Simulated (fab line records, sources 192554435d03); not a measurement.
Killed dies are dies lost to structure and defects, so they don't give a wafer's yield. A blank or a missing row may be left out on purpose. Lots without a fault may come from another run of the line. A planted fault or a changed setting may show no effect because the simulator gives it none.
fab line records | flow n5_finfet
record lots=11 wafers=32 last_day=17
route steps=1938 shown BEOL_M7@1308
lots that met no fault: from a run of the same line without faults
start_h: hours from the record's first day to the start of the lot's first wafer shown | wait_h: hours since the lot's step before | " the same as in the row above | L1.1+2: a row that stands for several wafers | - no value, or no start given | * or withheld: withheld | < > ~ a bound
route shown NAME@n: a module of which the file shows steps, and the number in the route of the first | usual: mean/standard deviation of fault-free wafers | same: alike in all rows | chamber/n: place in a boat | sites: the reading at each site | _std_site: their standard deviation | _edge_site: outer sites' mean less inner sites' | radius_mm: how far each site lies from the wafer's centre | mask NAME#n: copy n | behind: the tool/chamber that last shaped the wafer | hold: why the lot was held/for how many hours/how that ended | device: the transistor (n, p or np) that didn't switch | end of line: the same wafers' tests at the end of the route | a step without rows: its recipe alone | killed: dies lost to structure and defects at the first sort, not the wafer's yield | map: a wafer's dies, x killed, . not, _ none there
set.NAME: the setting as run; set.NAME@STEP: as run at that earlier step | model.NAME: the simulator's own value behind a step, which no gauge read
steps of the route over a sample of lots; a table a step, a row a wafer
services: from which hour (start_h, from the record's first day; less than 0 if before it) a tool's chamber was out of use, for how many hours, and why
## steps
# step N5_BEOL_M7_TRENCH_ETCH_37
# recipe chemistry=C4F6/O2 target_depth_a=934.78 target=SiCOH_lowk time_s=31.2 ion_energy_ev=250 pressure_mtorr=30 source_w=345 bias_w=185 Ar_flow_sccm=300 C4F6_flow_sccm=10 O2_flow_sccm=10
# usual drypump_motor_current_A=5.8/0.42 oes_product_au=0.79/0.062 rf_fwd_power_W=340.4/1.4 rf_vpp_V=662/13 showerhead_plenum_p_Torr=2.86/0.083 throttle_valve_pct=20.91/0.16
# columns lot.wafer tool chamber start_h wait_h drypump_motor_current_A oes_product_au rf_fwd_power_W rf_hours_counter_h rf_vpp_V showerhead_plenum_p_Torr throttle_valve_pct
L980.2 rie_diel-05 1 - - 6.2 0.78 342.5 115 658 2.77 21.10
L980.3 " 0 " " 5.9 0.92 341.6 15 678 2.90 20.82
L980.5 " 0 " " 5.9 0.91 341.6 - 678 2.90 20.84
L982.1 rie_diel-05 1 - - 6.1 0.78 343.4 117 659 2.77 21.10
L982.2 " 0 " " 5.9 0.91 340.6 17 678 2.90 20.81
L982.5 " 3 " " 6.2 0.72 339.7 - 644 2.90 20.84
L981.2 rie_diel-04 3 - - 5.7 0.93 340.9 8 673 3.02 20.68
L981.3 " 1 " " 5.9 0.84 338.4 60 667 2.99 20.92
L981.4 " 0 " " 5.1 0.76 339.4 166 645 2.85 20.90
L983.2 rie_diel-01 2 - - 5.1 0.79 339.8 116 652 2.77 21.10
L983.3 " 1 " " 6.3 0.82 339.2 74 648 2.78 20.71
L984.2 rie_diel-01 2 - - 5.1 0.79 339.4 118 652 2.77 21.11
L984.3 " 1 " " 6.4 0.82 339.0 75 648 2.78 20.69
L984.6 " 3 " " 6.0 0.76 339.8 - 662 2.86 20.91
L994.1 rie_diel-04 2 - - 5.6 0.87 341.5 36 680 3.02 20.61
L994.4 " 3 " " 5.7 0.87 342.4 30 672 3.01 20.73
L994.5 " 0 " " 5.1 0.73 341.0 - 648 2.84 20.94
L996.3 rie_diel-01 3 - - 6.0 0.75 339.9 187 662 2.85 20.95
L996.4 " 1 " " 6.4 0.80 339.4 101 649 2.77 20.73
L996.5 " 0 " " 6.1 0.71 341.8 - 665 2.91 20.84
L998.1 rie_diel-04 1 - - 5.8 0.81 340.6 90 666 2.98 20.95
L998.2 " 2 " " 5.6 0.86 341.7 45 678 3.01 20.64
L998.5 " 3 " " 5.7 0.85 340.4 - 671 3.00 20.75
L100.1 rie_diel-01 3 - - 6.0 0.73 339.3 196 662 2.85 20.96
L100.2 " 2 " " 5.2 0.76 339.4 150 651 2.76 21.16
L100.4 " 1 " " 6.4 0.78 341.2 109 647 2.76 20.75
L999.1 rie_diel-01 1 - - 6.4 0.78 339.1 110 646 2.76 20.74
L999.2 " 0 " " 6.1 0.71 340.6 225 666 2.91 20.86
L999.5 " 3 " " 6.0 0.73 337.9 - 661 2.85 20.96
L103.1 rie_diel-04 0 - - 5.1 0.72 340.9 203 645 2.83 20.95
L103.4 " 1 " " 5.9 0.81 340.7 97 666 2.98 20.97
L103.6 " 1 " " 5.9 0.80 338.4 - 666 2.98 20.98
# step N5_BEOL_M7_OCD_MEAS_38
# usual trench_depth_nm=93.6/1.5
# columns lot.wafer tool chamber start_h wait_h trench_depth_nm
L980.2 ocd-01 - 201.37 - 92.6
L980.3 " - " " 91.3
L980.5 " - " " 91.4
L982.1 ocd-02 - 206.19 - 91.8
L982.2 " - " " 91.1
L982.5 " - " " 93.3
L981.2 ocd-01 - 213.21 - 96.8
L981.3 " - " " 95.5
L981.4 " - " " 95.9
L983.2 ocd-01 - 215.01 - 93.7
L983.3 " - " " 93.6
L984.2 ocd-01 - 219.53 - 93.3
L984.3 " - " " 92.9
L984.6 " - " " 92.5
L994.1 ocd-01 - 278.52 - 94.7
L994.4 " - " " 95.0
L994.5 " - " " 94.6
L996.3 ocd-01 - 287.52 - 93.0
L996.4 " - " " 93.3
L996.5 " - " " 94.0
L998.1 ocd-01 - 308.90 - 94.3
L998.2 " - " " 95.4
L998.5 " - " " 95.1
L100.1 ocd-02 - 315.30 - 91.5
L100.2 " - " " 92.8
L100.4 " - " " 92.9
L999.1 ocd-02 - 315.69 - 92.7
L999.2 " - " " 93.7
L999.5 " - " " 93.2
L103.1 ocd-02 - 336.04 - 94.7
L103.4 " - " " 95.2
L103.6 " - " " 94.9
# step N5_BEOL_M7_CURE_75
# recipe temp_c=370 time_s=120 ambient=DMADMS/He material=SiCOH_lowk
# usual lamp_power_pct=52.31/0.054 wafer_temp_C_max=371.8/0.65
# columns lot.wafer tool chamber start_h wait_h lamp_power_pct wafer_temp_C_max
L980.2 uv_cure-02 0 201.61 0.1 52.20 371.9
L980.3 " 0 " " 52.35 372.4
L980.5 " 0 " " 52.29 371.6
L982.1 uv_cure-03 2 206.39 0.0 52.33 371.1
L982.2 " 2 " " 52.29 370.9
L982.5 " 2 " " 52.27 371.2
L981.2 uv_cure-01 0 213.51 0.1 52.27 372.7
L981.3 " 0 " " 52.20 372.0
L981.4 " 0 " " 52.31 372.3
L983.2 uv_cure-01 1 215.27 0.1 52.32 372.3
L983.3 " 1 " " 52.30 372.0
L984.2 uv_cure-02 2 219.79 0.1 52.31 371.2
L984.3 " 2 " " 52.29 371.2
L984.6 " 2 " " 52.38 371.1
L994.1 uv_cure-02 0 278.85 0.2 52.37 371.9
L994.4 " 0 " " 52.28 372.0
L994.5 " 0 " " 52.33 371.9
L996.3 uv_cure-02 0 287.81 0.1 52.35 371.8
L996.4 " 0 " " 52.23 372.3
L996.5 " 0 " " 52.32 372.1
L998.1 uv_cure-02 0 309.22 0.2 52.30 372.1
L998.2 " 0 " " 52.38 371.8
L998.5 " 0 " " 52.31 372.4
L100.1 uv_cure-02 2 315.49 0.0 52.34 371.3
L100.2 " 2 " " 52.27 371.2
L100.4 " 2 " " 52.22 371.1
L999.1 uv_cure-01 0 316.22 0.4 52.33 373.2
L999.2 " 0 " " 52.37 372.3
L999.5 " 0 " " 52.28 372.0
L103.1 uv_cure-02 1 336.29 0.1 52.33 370.9
L103.4 " 1 " " 52.24 370.7
L103.6 " 1 " " 52.37 372.0
# step N5_BEOL_M7_ECD_50
# recipe material=Cu target_thk_a=3000
# columns lot.wafer tool chamber start_h wait_h
L980.2+3+5 ecd_cu-02 1 202.90 0.1
L982.1+2+5 ecd_cu-02 0,1,1 207.57 0.1
L981.2+3+4 ecd_cu-02 1,1,0 215.30 0.1
L983.2+3 ecd_cu-02 0 216.52 0.1
L984.2+3+6 ecd_cu-02 1,1,0 221.16 0.1
L994.1+4+5 ecd_cu-01 1,1,0 281.56 0.1
L996.3+4+5 ecd_cu-01 0,1,1 290.53 0.1
L998.1+2+5 ecd_cu-02 1,0,0 310.35 0.1
L100.1+2+4 ecd_cu-02 1,0,1 316.70 0.1
L999.1+2+5 ecd_cu-01 0,1,0 318.64 0.1
L103.1+4+6 ecd_cu-01 1,0,1 338.23 0.4
# step N5_BEOL_M7_CMP_52
# recipe stop_on=SiCOH_lowk t_overpolish_s=6.9 down_force_psi=1 platen_rpm=50 clearing_platen_down_force_psi=1.5 clearing_platen_rpm=50 post_cmp_clean=cu_alkaline target_thk_nm=80 clearing_platen_pad_velocity_m_s=0.99484 pad_velocity_m_s=0.99484
# usual clearing_platen_down_force_psi=1.500/0.0032 motor_current_A=6.2/0.58 retaining_ring_pressure_frac=1.000/0.0047 time_to_endpoint_s=64/3.3
# columns lot.wafer tool chamber start_h wait_h clearing_platen_down_force_psi motor_current_A retaining_ring_pressure_frac time_to_endpoint_s
L980.2 cmp-03 3 203.32 0.2 1.497 6.9 1.004 65
L980.3 " 2 " " 1.499 6.6 0.995 59
L980.5 " 0 " " 1.498 6.2 1.002 60
L982.1 cmp-04 1 209.01 0.3 1.499 6.0 0.996 62
L982.2 " 3 " " 1.500 4.9 1.003 62
L982.5 " 2 " " 1.501 6.0 0.997 63
L981.2 cmp-02 3 215.73 0.2 1.495 5.4 1.004 67
L981.4 " 0 " " 1.497 6.0 1.000 92
L981.3 " 1 " " 1.489 6.0 0.998 89
L983.3 cmp-02 3 217.21 0.3 1.500 5.2 0.996 84
L983.2 " 0 " " 1.497 5.7 1.004 65
L984.2 cmp-02 3 221.71 0.4 1.502 5.5 0.997 62
L984.3 " 1 " " 1.501 6.1 0.994 88
L984.6 " 2 " " 1.502 6.7 0.994 67
L994.4 cmp-02 0 282.05 0.1 1.502 5.7 1.005 69
L994.1 " 2 " " 1.496 6.4 1.009 71
L994.5 " 1 " " 1.506 6.2 0.994 66
L996.3 cmp-03 2 290.90 0.2 1.505 7.1 1.000 60
L996.4 " 0 " " 1.505 5.7 1.001 60
L996.5 " 2 " " 1.500 6.5 0.998 61
L998.2 cmp-03 2 312.43 0.2 1.494 6.8 0.997 61
L998.1 " 0 " " 1.501 6.0 1.004 62
L998.5 " 2 " " 1.496 7.0 0.991 61
L100.4 cmp-03 2 317.53 0.2 1.504 7.1 0.994 59
L100.2 " 3 " " 1.498 7.0 1.002 63
L100.1 " 0 " " 1.503 6.0 0.993 63
L999.2 cmp-02 0 319.36 0.4 1.503 6.0 1.000 65
L999.1 " 2 " " 1.502 6.0 0.998 66
L999.5 " 0 " " 1.503 6.1 1.008 65
L103.1 cmp-02 3 338.81 0.3 1.495 5.2 1.004 62
L103.4 " 1 " " 1.497 6.3 0.996 67
L103.6 " 0 " " 1.503 6.1 0.993 66
## services
# columns tool chamber start_h hours kind
cmp-03 - 183.45 1.4 repair
cmp-04 - 194.39 0.8 repair
rie_diel-04 0 202.29 6.5 repair
rie_diel-05 2 205.97 1.6 repair
cmp-03 - 207.09 2.5 repair
rie_diel-05 - 216.89 0.8 repair
cmp-03 - 217.92 4.0 pm
uv_cure-01 - 222.97 2.1 pm
cmp-04 - 225.62 4.0 pm
uv_cure-02 - 232.28 6.0 pm
rie_diel-04 2 233.69 4.1 repair
ecd_cu-02 - 244.27 4.9 repair
cmp-02 - 244.99 0.4 repair
cmp-03 - 245.88 0.4 repair
uv_cure-03 - 247.32 129.3 repair
ecd_cu-02 - 250.75 1.8 repair
rie_diel-04 2 252.40 19.3 repair
ecd_cu-01 - 261.91 2.2 repair
cmp-04 - 264.91 0.9 repair
uv_cure-01 - 288.41 7.5 pm
cmp-02 - 300.87 5.9 repair
cmp-04 - 316.35 4.8 pm
rie_diel-01 2 332.04 7.0 repair
ecd_cu-02 - 337.42 2.4 repair
## key
first_sign step=N5_BEOL_M7_CMP_52 reading=time_to_endpoint_s direction=up sigmas=7.3 usual=* struck=*
effect none on later readings
met_at N5_BEOL_M7_ECD_50
struck_lots L981,L983,L984
struck_wafers L981.3,L981.4,L983.3,L984.3
not_acting_at N5_BEOL_M7_TRENCH_ETCH_37,N5_BEOL_M7_OCD_MEAS_38,N5_BEOL_M7_CURE_75
onset_between 207.57 215.30
fault kind=process_parameter_drift tool=ecd_cu-02 chamber=- onset_h=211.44 steps=N5_BEOL_M7_ECD_50 channel=target_thk_a offset=* shape=step end_h=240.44 scope=struck_wafers_only acts_in=* stated=*
